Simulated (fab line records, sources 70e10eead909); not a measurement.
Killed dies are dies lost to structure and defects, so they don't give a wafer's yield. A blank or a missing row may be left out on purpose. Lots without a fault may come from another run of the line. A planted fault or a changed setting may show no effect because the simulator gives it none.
fab line records | flow nand_harc | part 2 of 2: steps 5 to 6 of 6
record lots=23 wafers=69 last_day=25
route steps=1159 shown A_CONTACT@942 A_BLC@983 A_M0@1013 A_M1@1040 A_BONDPAD@1077
lots that met no fault: from a run of the same line without faults
start_h: hours from the record's first day to the start of the lot's first wafer shown | wait_h: hours since the lot's step before | " the same as in the row above | L1.1+2: a row that stands for several wafers | - no value, or no start given | * or withheld: withheld | < > ~ a bound
route shown NAME@n: a module of which the file shows steps, and the number in the route of the first | usual: mean/standard deviation of fault-free wafers | same: alike in all rows | chamber/n: place in a boat | sites: the reading at each site | _std_site: their standard deviation | _edge_site: outer sites' mean less inner sites' | radius_mm: how far each site lies from the wafer's centre | mask NAME#n: copy n | behind: the tool/chamber that last shaped the wafer | hold: why the lot was held/for how many hours/how that ended | device: the transistor (n, p or np) that didn't switch | end of line: the same wafers' tests at the end of the route | a step without rows: its recipe alone | killed: dies lost to structure and defects at the first sort, not the wafer's yield | map: a wafer's dies, x killed, . not, _ none there
set.NAME: the setting as run; set.NAME@STEP: as run at that earlier step | model.NAME: the simulator's own value behind a step, which no gauge read
steps of the route over a sample of lots; a table a step, a row a wafer
services: from which hour (start_h, from the record's first day; less than 0 if before it) a tool's chamber was out of use, for how many hours, and why
## steps
# step NHARC_A_M1_ETCH_35
# recipe target_depth_a=400 overetch_a=120 time_s=43.94 ion_energy_ev=200 n2_flow_sccm=150 h2_flow_sccm=150 ar_flow_sccm=0 rf_w=400 bias_w=150 chemistry=N2/H2
# usual drypump_motor_current_A=6.0/0.47 n2_flow_sccm=150.0/0.45 oes_product_au=0.996/0.01 rf_vpp_V=430.6/2.7 showerhead_plenum_p_Torr=2.04/0.092 throttle_valve_pct=14.171/0.0096
# columns lot.wafer tool chamber start_h wait_h drypump_motor_current_A n2_flow_sccm oes_product_au rf_hours_counter_h rf_vpp_V showerhead_plenum_p_Torr throttle_valve_pct
L074.3 rie_diel-08 3 399.47 0.1 6.3 150.2 1.012 7 433.5 2.16 14.177
L074.4 " 0 " " 6.1 150.6 0.981 7 432.5 2.11 14.167
L074.5 " 2 " " 6.3 150.1 0.979 - 433.0 2.06 14.176
L077.2 rie_diel-08 3 413.31 0.1 6.3 150.4 1.010 8 433.4 2.16 14.162
L077.1 " 2 " " 6.3 149.9 0.976 8 430.4 2.06 14.189
L077.6 " 3 " " 6.3 150.7 1.010 - 433.2 2.16 14.160
L075.4 rie_diel-03 3 413.56 0.1 4.8 150.4 0.998 1 429.1 1.97 14.167
L075.1 " 1 " " 5.9 150.4 0.994 1 432.4 2.15 14.163
L075.5 " 2 " " 5.4 150.8 1.002 - 426.1 1.89 14.173
L076.2 rie_diel-08 3 414.24 0.1 6.3 150.7 1.007 8 435.6 2.16 14.182
L076.4 " 0 " " 6.1 149.7 0.996 - 432.1 2.11 14.175
L076.6 " 2 " " 6.4 150.1 0.978 - 430.0 2.06 14.182
L079.2 rie_diel-11 1 418.82 0.1 6.0 149.6 0.987 1 429.1 2.00 14.172
L079.1 " 3 " " 6.3 149.9 0.997 1 427.5 1.95 14.176
L079.5 " 1 " " 6.0 149.5 0.983 - 428.6 2.00 14.165
L081.4 rie_diel-11 1 434.73 0.1 6.0 150.6 1.012 1 431.4 2.00 14.171
L081.6 " 2 " " 5.9 149.4 0.991 - 428.6 1.95 14.163
L081.5 " 3 " " 6.3 149.6 1.013 - 427.8 1.95 14.167
L080.3 rie_diel-11 1 435.04 0.1 6.0 149.9 1.007 1 429.5 2.00 14.163
L080.4 " 2 " " 5.9 148.8 0.986 1 429.0 1.95 14.163
L080.5 " 1 " " 6.0 150.5 1.008 - 428.7 2.00 14.174
L078.3 rie_diel-08 0 440.66 0.1 6.1 150.0 0.985 9 432.7 2.11 14.174
L078.4 " 1 " " 6.3 149.7 0.991 7 435.5 2.17 14.160
L078.6 " 2 " " 6.3 150.3 0.981 - 431.4 2.06 14.162
L082.1 rie_diel-11 2 449.20 0.1 5.9 150.4 0.999 2 428.7 1.95 14.170
L082.4 " 3 " " 6.3 150.0 1.010 2 428.2 1.95 14.173
L082.2 " 0 " " 6.6 150.3 0.997 2 432.9 2.14 14.178
L085.1 rie_diel-11 0 462.14 0.1 6.6 150.7 0.992 2 433.0 2.14 14.177
L085.2 " 1 " " 6.0 150.2 0.992 2 429.4 2.00 14.178
L085.4 " 2 " " 5.9 150.9 0.979 2 427.5 1.95 14.167
L084.4 rie_diel-08 1 463.01 0.1 6.3 149.8 0.992 9 435.4 2.17 14.169
L084.1 " 3 " " 6.3 150.7 1.012 12 433.6 2.16 14.170
L084.5 " 1 " " 6.3 151.0 0.997 - 433.6 2.17 14.170
L088.2 rie_diel-08 0 469.99 0.1 6.1 149.6 0.994 11 433.2 2.11 14.183
L088.4 " 1 " " 6.3 149.7 1.005 9 433.4 2.17 14.156
L088.5 " 0 " " 6.1 149.7 0.992 - 432.9 2.11 14.165
L087.2 rie_diel-11 0 471.12 0.1 6.6 150.1 0.999 2 432.1 2.14 14.172
L087.4 " 1 " " 6.0 149.5 1.008 2 429.9 1.99 14.169
L087.5 " 0 " " 6.6 150.9 1.007 - 434.2 2.14 14.186
L086.2 rie_diel-03 3 479.61 0.1 4.8 150.1 0.987 6 428.8 1.97 14.170
L086.1 " 1 " " 5.9 150.3 0.987 5 434.4 2.15 14.157
L086.4 " 1 " " 5.9 150.3 0.996 - 433.1 2.15 14.171
L089.3 rie_diel-03 1 493.21 0.1 5.8 150.7 0.991 7 434.6 2.15 14.175
L089.1 " 2 " " 5.4 149.8 0.985 7 425.7 1.88 14.185
L089.4 " 3 " " 4.8 149.9 0.991 8 427.5 1.97 14.169
L090.1 rie_diel-03 1 494.37 0.1 5.9 150.4 0.989 7 433.6 2.15 14.179
L090.3 " 2 " " 5.4 149.7 0.991 7 425.3 1.89 14.174
L090.6 " 3 " " 4.8 150.0 0.996 - 428.6 1.97 14.172
L092.4 rie_diel-11 0 501.00 0.1 6.6 150.1 0.997 3 433.8 2.14 14.180
L092.3 " 3 " " 6.3 150.4 1.013 3 427.7 1.95 14.173
L092.6 " 0 " " 6.6 150.0 0.995 - 433.1 2.14 14.158
L091.3 rie_diel-03 2 509.02 0.1 5.4 150.0 1.004 9 425.9 1.88 14.165
L091.4 " 3 " " 4.8 149.6 1.009 10 428.4 1.97 14.159
L091.2 " 0 " " 5.2 150.1 0.982 10 431.1 2.03 14.174
L094.3 rie_diel-08 3 509.59 0.1 6.3 149.3 0.993 1 434.3 2.16 14.173
L094.2 " 0 " " 6.1 149.9 1.012 1 430.9 2.11 14.169
L094.4 " 1 " " 6.3 149.4 1.003 - 435.2 2.17 14.193
L093.3 rie_diel-11 1 509.99 0.1 6.0 150.4 1.004 3 429.6 1.99 14.164
L093.1 " 2 " " 5.9 150.1 0.987 4 427.5 1.95 14.154
L093.6 " 1 " " 6.0 150.1 0.999 - 428.7 1.99 14.159
L095.2 rie_diel-11 0 521.36 0.1 6.6 150.0 1.008 4 433.2 2.14 14.137
L095.4 " 1 " " 6.0 150.8 1.002 4 430.9 1.99 14.167
L095.1 " 3 " " 6.3 150.0 1.011 4 428.1 1.95 14.171
L097.1 rie_diel-11 3 536.43 0.1 6.3 149.6 1.003 4 427.3 1.95 14.179
L097.4 " 0 " " 6.6 150.5 1.006 4 433.3 2.14 14.178
L097.6 " 3 " " 6.3 149.8 1.011 - 427.3 1.95 14.175
L096.3 rie_diel-03 3 546.02 0.1 4.8 149.4 0.993 12 430.1 1.97 14.164
L096.1 " 0 " " 5.2 150.4 0.986 12 431.1 2.03 14.172
L096.5 " 2 " " 5.4 150.1 0.997 - 424.6 1.88 14.181
# step NHARC_A_BONDPAD_ETCH_12
# recipe target_depth_a=2200 time_s=110 chf3_flow_sccm=50 o2_flow_sccm=10 ar_flow_sccm=200 rf_w=500 bias_w=200 chemistry=CHF3/O2
# usual drypump_motor_current_A=5.37/0.27 oes_product_au=0.953/0.022 rf_vpp_V=369.3/1.8 showerhead_plenum_p_Torr=2.34/0.077 throttle_valve_pct=20.573/0.0081
# columns lot.wafer tool chamber start_h wait_h drypump_motor_current_A oes_product_au rf_hours_counter_h rf_vpp_V showerhead_plenum_p_Torr throttle_valve_pct
L074.3 rie_diel-09 2 - - 5.59 0.969 5 372.9 2.43 20.584
L074.4 " 3 " " 5.05 0.963 5 368.4 2.27 20.585
L074.5 " 3 " " 5.04 0.961 - 367.6 2.27 20.572
L077.2 rie_diel-09 0 - - 5.60 0.972 5 368.5 2.33 20.578
L077.1 " 3 " " 5.07 0.961 5 369.0 2.27 20.572
L077.6 " 1 " " 5.28 0.948 - 368.8 2.27 20.561
L075.4 rie_diel-02 0 - - 5.93 0.945 26 370.2 2.35 20.553
L075.1 " 1 " " 5.53 0.954 27 371.2 2.42 20.581
L075.5 " 2 " " 5.22 0.935 - 373.9 2.59 20.569
L076.2 rie_diel-09 0 - - 5.56 0.987 5 370.0 2.33 20.579
L076.4 " 2 " " 5.58 0.970 6 369.9 2.43 20.564
L076.6 " 0 " " 5.58 0.991 - 370.0 2.33 20.584
L079.2 rie_diel-09 0 - - 5.55 0.990 6 367.9 2.33 20.572
L079.1 " 2 " " 5.60 0.976 6 371.5 2.43 20.563
L079.5 " 1 " " 5.34 0.942 - 367.6 2.27 20.571
L081.4 rie_diel-12 3 - - 6.15 0.921 9 367.7 2.29 20.574
L081.6 " 1 " " 4.68 0.921 - 373.7 2.51 20.566
L081.5 " 2 " " 5.14 0.942 - 371.0 2.35 20.578
L080.3 rie_diel-02 1 - - 5.48 0.946 36 371.0 2.42 20.575
L080.4 " 3 " " 5.43 0.956 29 369.1 2.39 20.577
L080.5 " 1 " " 5.47 0.950 - 370.0 2.42 20.579
L078.3 rie_diel-09 2 - - 5.56 0.955 0 370.0 2.43 20.583
L078.4 " 0 " " 5.59 0.993 0 368.0 2.33 20.572
L078.6 " 2 " " 5.59 0.962 - 369.4 2.43 20.568
L082.1 rie_diel-09 3 - - 5.05 0.958 1 368.1 2.27 20.585
L082.4 " 0 " " 5.57 0.986 0 368.9 2.33 20.562
L082.2 " 1 " " 5.33 0.959 0 367.4 2.27 20.568
L085.4 rie_diel-09 2 - - 5.60 0.958 1 371.0 2.43 20.580
L085.1 " 3 " " 5.05 0.927 1 368.1 2.27 20.578
L085.2 " 0 " " 5.58 0.958 1 370.3 2.33 20.568
L084.1 rie_diel-09 3 - - 5.08 0.956 1 369.6 2.27 20.565
L084.4 " 0 " " 5.57 0.968 1 370.8 2.33 20.584
L084.5 " 2 " " 5.61 0.979 - 371.6 2.43 20.559
L088.2 rie_diel-09 3 - - 5.06 0.970 1 368.2 2.27 20.568
L088.4 " 2 " " 5.54 0.981 1 372.0 2.43 20.561
L088.5 " 0 " " 5.56 0.980 - 369.1 2.33 20.576
L087.4 rie_diel-09 3 - - 5.06 0.963 1 366.9 2.27 20.560
L087.2 " 0 " " 5.59 1.002 1 368.6 2.33 20.577
L087.5 " 0 " " 5.56 0.996 - 367.8 2.33 20.570
L086.1 rie_diel-09 1 - - 5.32 0.955 2 367.7 2.27 20.560
L086.2 " 2 " " 5.58 0.976 2 371.0 2.43 20.569
L086.4 " 3 " " 5.08 0.953 2 368.0 2.27 20.573
L089.3 rie_diel-09 3 - - 5.05 0.962 2 368.7 2.27 20.583
L089.4 " 1 " " 5.29 0.937 2 367.5 2.27 20.579
L089.1 " 2 " " 5.59 0.954 2 371.4 2.43 20.570
L090.1 rie_diel-09 1 - - 5.30 0.948 2 366.8 2.27 20.576
L090.3 " 2 " " 5.55 0.946 2 371.6 2.43 20.565
L090.6 " 3 " " 5.06 0.939 - 367.8 2.27 20.567
L092.4 rie_diel-09 3 - - 5.06 0.921 3 368.9 2.27 20.579
L092.3 " 0 " " 5.56 0.936 3 368.4 2.33 20.578
L092.6 " 3 " " 5.07 0.916 - 369.0 2.27 20.569
L091.4 rie_diel-12 0 - - 5.49 0.905 23 369.4 2.38 20.588
L091.3 " 1 " " 4.68 0.924 26 373.9 2.51 20.575
L091.2 " 3 " " 6.22 0.913 24 368.4 2.28 20.580
L094.2 rie_diel-09 2 - - 5.55 0.933 3 371.1 2.43 20.581
L094.4 " 0 " " 5.54 0.973 3 368.8 2.33 20.575
L094.3 " 1 " " 5.29 0.923 3 368.7 2.27 20.573
L093.3 rie_diel-09 1 - - 5.32 0.926 3 366.9 2.27 20.576
L093.1 " 3 " " 5.05 0.920 3 366.4 2.27 20.570
L093.6 " 2 " " 5.59 0.925 - 370.8 2.43 20.548
L095.4 rie_diel-09 2 - - 5.62 0.921 3 371.1 2.42 20.587
L095.1 " 0 " " 5.61 0.938 4 369.4 2.33 20.584
L095.2 " 1 " " 5.29 0.910 4 366.9 2.27 20.575
L097.1 rie_diel-09 0 - - 5.55 0.952 4 368.1 2.33 20.563
L097.4 " 1 " " 5.26 0.926 4 367.3 2.27 20.572
L097.6 " 2 " " 5.56 0.948 - 371.7 2.43 20.567
L096.3 rie_diel-09 3 - - 5.06 0.965 4 368.3 2.27 20.568
L096.1 " 1 " " 5.31 0.931 4 367.4 2.27 20.571
L096.5 " 3 " " 5.04 0.947 - 367.6 2.27 20.562
## services
# columns tool chamber start_h hours kind
rie_diel-04 3 359.07 13.1 repair
rie_diel-11 - 366.50 9.0 pm
rie_diel-09 3 367.91 4.9 repair
rie_diel-12 1 377.90 11.2 repair
rie_diel-12 - 379.40 9.0 pm
pvd_sputter-02 - 395.91 10.0 pm
rie_diel-07 - 405.28 9.0 pm
rie_diel-11 1 406.67 7.5 repair
rie_diel-07 3 414.80 2.3 repair
rie_diel-09 - 431.10 9.0 pm
pvd_sputter-03 - 435.41 0.5 repair
rie_diel-09 0 442.60 2.9 repair
pvd_sputter-03 - 458.04 10.0 pm
pvd_sputter-01 - 464.33 4.0 repair
rie_diel-04 - 465.99 9.0 pm
rie_diel-04 1 482.68 7.7 repair
rie_diel-04 0 495.01 1.6 repair
pvd_sputter-03 - 495.71 0.8 repair
pvd_sputter-01 - 519.53 10.0 pm
rie_diel-07 2 527.77 19.9 repair
rie_diel-07 0 539.33 2.0 repair
rie_diel-12 3 539.57 7.7 repair
rie_diel-11 - 543.53 9.0 pm
pvd_sputter-02 - 547.95 1.1 repair
